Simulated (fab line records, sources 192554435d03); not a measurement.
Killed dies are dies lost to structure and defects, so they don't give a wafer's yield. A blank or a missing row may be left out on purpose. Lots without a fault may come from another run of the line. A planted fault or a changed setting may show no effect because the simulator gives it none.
Which tool did it? | flow n5_finfet | 24 lots, 72 wafers sampled, at 1 step of a route of 1938

WHAT THE GAUGES READ, wafer by wafer
N5_BEOL_M11_OVL_MEAS_29. Usual: V10_OVL -0.4 nm, standard deviation 0.82.
lot  | measured     | on         | V10_OVL (nm)   | flag
L074 | day 9 21:39  | overlay-01 | -0.2 1.4 -0.7  |
L076 | day 10 04:49 | overlay-01 | -0.4 -1.3 0.5  |
L075 | day 10 05:01 | overlay-01 | -2.1 -1.7 -3.1 |
L077 | day 10 19:31 | overlay-02 | 0.5 -0.3 0.5   |
L080 | day 11 03:53 | overlay-01 | -0.6 -0.6 -0.8 |
L079 | day 11 06:07 | overlay-02 | 0.7 0.0 -1.4   |
L078 | day 11 08:23 | overlay-02 | -1.1 -1.4 -0.1 |
L081 | day 11 19:04 | overlay-02 | -1.0 -0.6 0.5  |
L083 | day 12 00:35 | overlay-02 | 0.3 -2.1 -0.1  |
L082 | day 12 02:38 | overlay-01 | -0.1 0.2 0.5   |
L084 | day 12 02:49 | overlay-02 | -0.7 0.5 -0.5  |
L085 | day 12 13:58 | overlay-01 | -1.0 -0.7 -1.0 |
L086 | day 12 20:53 | overlay-01 | 0.3 -0.2 -1.3  |
L087 | day 13 02:06 | overlay-01 | 0.1 -0.1 0.7   |
L088 | day 13 11:41 | overlay-02 | 0.4 0.0 1.6    |
L090 | day 13 11:58 | overlay-01 | -0.6 0.0 -0.1  |
L091 | day 13 19:19 | overlay-02 | 0.1 0.6 -1.0   |
L089 | day 13 20:18 | overlay-01 | -1.0 0.6 0.7   |
L092 | day 14 01:27 | overlay-02 | -0.4 -0.3 -0.8 |
L093 | day 14 07:51 | overlay-01 | -0.9 0.0 0.1   |
L094 | day 14 10:15 | overlay-02 | -0.3 -1.2 -1.1 |
L095 | day 14 16:44 | overlay-01 | -0.7 -1.1 -1.3 |
L096 | day 15 09:26 | overlay-01 | -1.0 -1.2 -0.1 |
L097 | day 15 22:14 | overlay-02 | -1.0 -0.6 -0.3 |

WHICH TOOL RAN EACH LOT (tool, then ch and the chambers of the sampled wafers, then the start)
The record holds no process step before these readings.

WHAT THE TOOLS THEMSELVES READ (means of the sampled wafers that have a number; where no wafer has one, the mark that the record gives instead)
The record holds no such reading with a usual standard deviation.

THE ANSWER, worked out from the rows above alone
Rule: a lot is off if the mean of its wafers that have a number lies more than 3 standard deviations from the usual mean. A lot without any number at a reading at which 4 lots or more have one is off too. The other lots that the step has rows for count as sound. The gauges are gone through in route order, then the tools' own readings, and for those a lot's mean is taken as printed above. The first step at which some lot is off is used, and at that step the reading that is off furthest; a lot without a number counts as furthest.
No lot is off at any reading shown: from this, nothing can be told.

WHAT THE SIMULATOR HAD PUT IN
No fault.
